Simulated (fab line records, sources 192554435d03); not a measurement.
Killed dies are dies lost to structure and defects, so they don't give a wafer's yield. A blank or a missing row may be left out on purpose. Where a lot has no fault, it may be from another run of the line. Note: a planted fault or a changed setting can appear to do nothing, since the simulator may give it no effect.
The same fault as seen by 2 desks + flow n5Finfet + each desk has only its own numbers; what lay behind them comes last

FOR THE TOOL OWNER'S DESK: rieDiel-06
The tool's own readings at N5_HKMG_FIN_ETCH_35 (etches SOC in N2/H2, target depth 215.8 nm, time 243.4 s): means of the sampled wafers that have a number, for each lot that ran on this tool. The brackets show how far a lot's mean lies from the usual mean; more than 4 standard deviations puts the lot out of limits, marked OUT. Of its 9 readings 7 are shown: the one that was out of limits first, and those that lie furthest out on some lot.
Columns: A = biasW at N5_HKMG_FIN_ETCH_35, usual 5.001 W; B = chamberPressureMTorr at N5_HKMG_FIN_ETCH_35, usual 30.00 mTorr; C = drypumpMotorCurrentA at N5_HKMG_FIN_ETCH_35, usual 5.6 A; D = oesProductAu at N5_HKMG_FIN_ETCH_35, usual 0.79 a.u.; E = rfFwdPowerW at N5_HKMG_FIN_ETCH_35, usual 2992 W; F = runLengthS at N5_HKMG_FIN_ETCH_35, usual 266.9 s; G = throttleValvePct at N5_HKMG_FIN_ETCH_35, usual 17.88 %
| lot  | first seen here | A     | B     | C   | D    | E    | F               | G     |
|------|-----------------|-------|-------|-----|------|------|-----------------|-------|
| L905 | day 5 21:36     | 4.988 | 30.00 | 5.6 | 0.77 | 2991 | 239.9 (-75) OUT | 18.01 |
| L906 | day 6 05:04     | 4.998 | 30.01 | 5.6 | 0.76 | 2998 | 240.0 (-75) OUT | 18.01 |
| L916 | day 8 19:55     | 4.999 | 30.00 | 5.7 | 0.82 | 2997 | 267.1           | 18.02 |
| L918 | day 9 04:52     | 4.991 | 30.03 | 5.9 | 0.95 | 3005 | 266.6           | 17.77 |
| L919 | day 9 09:34     | 5.020 | 30.03 | 5.6 | 0.89 | 2982 | 267.1           | 17.72 |
This desk's finding: out of limits on L905, L906; first on L905, day 5 21:36 (runLengthS at N5_HKMG_FIN_ETCH_35). L916, L918, L919: within limits.

METROLOGY DESK
Means of the sampled wafers that have a number, per lot and without regard to the tool the lot ran on: this is what the gauges read. The brackets show how far a lot's mean lies from the usual mean; more than 4 standard deviations puts the lot out of limits, marked OUT. Of its 13 readings 7 are shown: the one that was out of limits first, and those that lie furthest out on some lot.
Columns: A = IOFF_N_LONG at N5_BEOL_M4_RC_MEAS_101, usual 5.58e-05 nA/um; B = ION_N at N5_BEOL_M4_RC_MEAS_101, usual 679 uA/um; C = SS_N at N5_BEOL_M4_RC_MEAS_101, usual 71.8 mV/dec; D = VT_N at N5_BEOL_M4_RC_MEAS_101, usual 248 mV; E = VT_N_LONG at N5_BEOL_M4_RC_MEAS_101, usual 274.5 mV; F = VT_N_LVT at N5_BEOL_M4_RC_MEAS_101, usual 98 mV; G = VT_P at N5_BEOL_M4_RC_MEAS_101, usual -248 mV
| lot  | first seen here | A        | B              | C    | D   | E     | F   | G    |
|------|-----------------|----------|----------------|------|-----|-------|-----|------|
| L905 | day 9 07:28     | 5.29e-05 | 613 (-4.4) OUT | 71.6 | 252 | 279.0 | 102 | -247 |
| L906 | day 10 00:09    | 5.12e-05 | 603 (-5.1) OUT | 72.0 | 253 | 279.9 | 105 | -244 |
| L915 | day 12 06:49    | 5.58e-05 | 690            | 72.0 | 247 | 271.7 | 96  | -245 |
| L916 | day 12 10:14    | 5.20e-05 | 679            | 71.9 | 247 | 276.6 | 98  | -251 |
| L918 | day 13 04:02    | 5.66e-05 | 672            | 71.8 | 249 | 273.7 | 98  | -245 |
| L919 | day 13 07:53    | 5.36e-05 | 673            | 72.6 | 247 | 275.7 | 97  | -250 |
| L920 | day 13 12:40    | 5.42e-05 | 668            | 72.2 | 252 | 275.0 | 102 | -250 |
| L921 | day 13 13:46    | 5.80e-05 | 679            | 71.3 | 248 | 275.0 | 100 | -245 |
Finding of this desk: L905, L906 out of limits, first seen on L905 at day 9 07:28 (ION_N at N5_BEOL_M4_RC_MEAS_101). L915, L916, L918, L919, L920, L921: within limits.

ALL TOGETHER
On L905, L906, at day 5 21:36, an alarm was possible from the tool owner's desk.
On L905, L906, the metrology desk was in a position to raise an alarm at day 9 07:28.
On rieDiel-06, each named lot ran N5_HKMG_FIN_ETCH_35.

WHAT THE SIMULATOR PUT IN
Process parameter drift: rieDiel-06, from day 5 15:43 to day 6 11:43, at N5_HKMG_FIN_ETCH_35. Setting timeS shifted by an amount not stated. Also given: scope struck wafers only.
Shown lots that were struck: L905, L906.
Delay (hours) between the fault's onset and each desk's first out-of-limits reading: 6 at the tool owner's desk, 88 at the metrology desk.
